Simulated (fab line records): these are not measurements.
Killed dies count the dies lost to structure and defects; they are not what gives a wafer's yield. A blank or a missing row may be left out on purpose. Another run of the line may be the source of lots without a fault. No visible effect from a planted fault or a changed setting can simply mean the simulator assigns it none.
Chamber matching	flow n5_finfet	N5_BEOL_M9_CURE_72 on uv_cure-02 has 3 sister chambers
The step cures SiCOH lowk, time 120 s. 3 wafers are shown with their chamber, then 7 later ones without.

WAFERS WITH THEIR CHAMBER
wafer	chamber	wafer_temp_C_max
L228.5	1	372.1
L231.6	2	371.3
L233.3	0	371.5

WAFERS WITHOUT THEIR CHAMBER
wafer	wafer_temp_C_max
L233.6	371.3
L234.3	371.9
L234.4	372.7
L234.5	371.5
L245.3	371.3
L245.5	371.3
L245.6	371.4

WHICH CHAMBER EACH ONE RAN IN
wafer	from the rows above	in truth
L233.6	can't be placed: 2 or 0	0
L234.3	can't be placed: 1 or 0 or 2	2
L234.4	1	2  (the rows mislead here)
L234.5	can't be placed: 0 or 2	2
L245.3	can't be placed: 2 or 0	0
L245.5	can't be placed: 2 or 0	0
L245.6	can't be placed: 2 or 0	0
0 of 7 placed correctly. Unplaceable from these rows: 6, with the true chamber sitting among the candidates in 6. Wrongly placed: 1.
How it was worked out, from the rows above alone: a wafer's distance from a chamber is the root of the sum, over the readings, of the square of ((its reading less the chamber's mean) divided by the reading's scatter). The wafer belongs to the nearest chamber; if the next one is less than 2 further off, it can't be placed. For every chamber, the mean is computed from those of its wafers that are shown. The scatter (one wafer shown for each chamber): square how far every hidden wafer sits from the nearest shown wafer, average those squares and take the square root.
